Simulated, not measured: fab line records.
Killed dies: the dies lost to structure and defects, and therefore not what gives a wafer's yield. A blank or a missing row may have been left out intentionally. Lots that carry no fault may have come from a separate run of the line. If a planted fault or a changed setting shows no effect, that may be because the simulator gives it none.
Comparing a struck lot with a sound one || flow nand-harc || 15 out of 1159 route steps
Sound: these wafers, L326.2, L326.4, L326.5. Struck: wafer L340.5 (left out: L340.2, L340.3 of the same lot, which were not struck); the cause appears at the end.
Each step with rows lists, per side, the tool, then ch with its chambers, then its first start. Under that, the readings that differ: sound wafers || struck wafers || difference of the means || sigmas: that difference in standard deviations of wafers without a fault.
alike: same words and numbers on both sides, and readings whose means sit less than 2 such deviations apart. not compared: any withheld reading, any reading some wafer has no value for, any bound like >300 that may hide the same value, and any number with overlapping values for which the record gives no deviation.
The two part at a step that has a row with sigmas, a row that says differs or no value, or rows on one side only. When numbers do not overlap yet have no deviation, they are printed without sigmas and do not part them. A reading missing from all wafers of one side parts the sides only when that side holds two or more wafers.

NHARC_P_CONTACT_DESCUM_17: chemistry O2, time 3 s.
  sound on rie-diel-04 ch 0,2, day 6 18:10; struck on rie-diel-13 ch 3, day 10 02:14
  alike: drypump-motor-current-A, oes-product-au, rf-vpp-V, showerhead-plenum-p-Torr, throttle-valve-pct
  not compared: rf-hours-counter-h
NHARC_P_CONTACT_ETCH_35: etches the open film in CF4, target depth 39 nm, time 65 s.
  sound on rie-diel-04 ch 1,2,3, day 6 18:15; struck on rie-diel-13 ch 1, day 10 02:23
  alike: bias-w, drypump-motor-current-A, oes-product-au, rf-vpp-V, showerhead-plenum-p-Torr, throttle-valve-pct
  not compared: rf-hours-counter-h
NHARC_P_CONTACT_ETCH_36: etches the open film in N2/H2, target depth 260 nm, time 406.25 s.
  sound: rie-diel-04 ch 1,2; struck: rie-diel-13 ch 1
  alike: bias-w, drypump-motor-current-A, h2-flow-sccm, oes-product-au, rf-vpp-V, showerhead-plenum-p-Torr, throttle-valve-pct
  not compared: rf-hours-counter-h
NHARC_P_CONTACT_ETCH_18: etches the open film in C4F8/O2/Ar, target depth 481 nm, time 240.5 s.
  sound: rie-diel-04 ch 0,1; struck: rie-diel-13 ch 1
{"reading": "bias-w (W)", "sound": "1502 1508 1508", "struck": 1491, "difference": -15, "sigmas": -3}
  alike: oes-product-au, rf-vpp-V
  not compared: rf-hours-counter-h
then, 2 steps without rows for these wafers: NHARC_P_CONTACT_STRIP_37 (strips in C4F8/O2/Ar); NHARC_P_CONTACT_ETCH_31 (etches the open film in CH3F/O2, target depth 30 nm, time 85.7 s).
NHARC_P_CONTACT_CD_MEAS_19:
  sound: cd-sem-01 at day 6 19:03; struck: cd-sem-03 at day 10 03:47
{"reading": "cd-nm (nm)", "sound": "89.3 89.9 90.2", "struck": 92.7, "difference": "+2.9", "sigmas": "+2"}
then, 4 steps without rows for these wafers: NHARC_P_CONTACT_STRIP_28 (strips in O2); NHARC_P_CONTACT_STRIP_29 (strips in post etch residue remover, time 1200 s); NHARC_P_CONTACT_DEGAS_38 (time 60 s); NHARC_P_CONTACT_PRE_CLEAN_39 (time 19.5 s).
NHARC_P_CONTACT_PVD_32: deposits Ti, target thk 5 nm, time 17.7 s.
  sound on pvd-sputter-02; struck on pvd-sputter-01
  alike: cathode-dc-power-W, throttle-valve-pct
NHARC_P_CONTACT_ALD_22: deposits TiN, target thk 3 nm, pulse time 1 s, ald cycles 150.
  sound on ald-metal-03 ch 1,2, day 6 20:00; struck on ald-metal-01 ch 3, day 10 05:09
{"reading": "ald-cycles", "sound": "150 150 150", "struck": 127, "difference": -23, "sigmas": ""}
  alike: heater-power-w, precursor-pulse-height-rel
then, 1 step without rows for these wafers: NHARC_P_CONTACT_CVD_23 (deposits W, target thk 200 nm, time 557 s).
-- jump in the record: it breaks off in module P_CONTACT and resumes in module END (first step shown: number 1159 of the route), and 14 days separate the struck wafers' starts before and after --
NHARC_END_SORT_01:
  sound on prober-02 ch 0, day 20 12:07; struck on prober-02 ch 0, day 24 00:56
{"reading": "killed-open", "sound": "0 2 1", "struck": 7, "difference": "+6", "sigmas": "+3"}
  alike: killed-at-array, killed-at-other, killed-at-periphery, killed-dies, killed-short

## WHERE THEY PART
First at NHARC_P_CONTACT_ETCH_18; last, within this record, at NHARC_END_SORT_01.

WHY: the cause the simulator had injected
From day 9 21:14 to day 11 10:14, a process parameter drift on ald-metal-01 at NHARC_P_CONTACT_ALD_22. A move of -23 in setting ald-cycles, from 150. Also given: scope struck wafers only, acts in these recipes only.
